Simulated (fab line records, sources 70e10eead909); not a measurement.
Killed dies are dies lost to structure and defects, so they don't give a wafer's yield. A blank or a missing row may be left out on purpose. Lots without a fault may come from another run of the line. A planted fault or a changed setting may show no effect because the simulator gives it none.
A struck lot beside a sound one | flow nand_harc | 13 steps out of a route of 1159
Sound: wafers L852.4, L852.5, L852.6. Struck: wafers L866.1, L866.4. The cause comes at the end.
At each step with rows: each side's tool, then ch and its chambers, then its first start. Under that, the readings that differ: sound wafers | struck wafers | difference of the means | sigmas: that difference in standard deviations of wafers without a fault.
alike: readings whose means differ by less than 2 such deviations, and words and numbers that are the same on both sides. not compared: withheld readings, readings that some wafer has no value for, bounds like >300 that may hide the same value, and numbers for which the record gives no deviation and whose values overlap.
The two part at a step that has a row with sigmas, a row that says differs or no value, or rows on one side only. Numbers that don't overlap but have no deviation are shown without sigmas and don't part them. A reading that every wafer of one side lacks parts them only if that side has two wafers or more.

first, 2 steps without rows for these wafers: NHARC_A_SOURCE_PLATE_SRD_01; NHARC_A_SOURCE_PLATE_OXIDE_02 (material SiO2, target thk 10 nm, ox time 1362 s).
NHARC_A_SOURCE_PLATE_THK_MEAS_09: measures by ellipsometry.
  sound on film_metro-01, day 6 19:01; struck on film_metro-01, day 11 02:12
  alike: thk_nm
then, 3 steps without rows for these wafers: NHARC_A_SOURCE_PLATE_PVD_04 (deposits WSi2, target thk 50 nm); NHARC_A_SOURCE_PLATE_CVD_03 (deposits poly-Si, target thk 200 nm, time 4000 s); NHARC_A_SOURCE_PLATE_ANNEAL_05 (time 1800 s).
NHARC_A_SOURCE_PLATE_THK_MEAS_06: measures by ellipsometry.
  sound on film_metro-01, day 7 08:07; struck on film_metro-02, day 11 17:53
  reading     | sound             | struck      | difference | sigmas
  thk_nm (nm) | 206.0 203.6 205.0 | 198.9 196.9 | -7.0       | -3
NHARC_A_SOURCE_PLATE_INSPECT_08:
  sound on defect_inspect-02, day 7 08:12; struck on defect_inspect-01, day 11 17:56
  alike: raw_defect_count
then, 1 step without rows for these wafers: NHARC_A_ONON_D1_DEP_00 (target thk 1000 nm).
NHARC_A_ONON_D1_THK_MEAS_02: measures by ellipsometry.
  sound on film_metro-01, day 7 08:46; struck on film_metro-02, day 11 18:52
  reading     | sound       | struck    | difference | sigmas
  thk_nm (nm) | 987 985 987 | 1015 1016 | +29        | +2
NHARC_A_ONON_D1_DEP_03: target thk 1000 nm.
  sound on pecvd_onon-01 ch 0, day 7 09:00; struck on pecvd_onon-01 ch 0, day 11 18:56
  alike: sih4_flow_sccm
NHARC_A_ONON_D1_THK_MEAS_05: measures by ellipsometry.
  sound on film_metro-01, day 7 09:20; struck on film_metro-01, day 11 19:27
  reading     | sound          | struck  | difference | sigmas
  thk_nm (nm) | 1004 1003 1003 | 904 904 | -99        | -9
then, 1 step without rows for these wafers: NHARC_A_ONON_D1_DEP_06 (target thk 1000 nm).

WHERE THEY PART
First at NHARC_A_SOURCE_PLATE_THK_MEAS_06; last, within this record, at NHARC_A_ONON_D1_THK_MEAS_05.

WHY: what the simulator had put in
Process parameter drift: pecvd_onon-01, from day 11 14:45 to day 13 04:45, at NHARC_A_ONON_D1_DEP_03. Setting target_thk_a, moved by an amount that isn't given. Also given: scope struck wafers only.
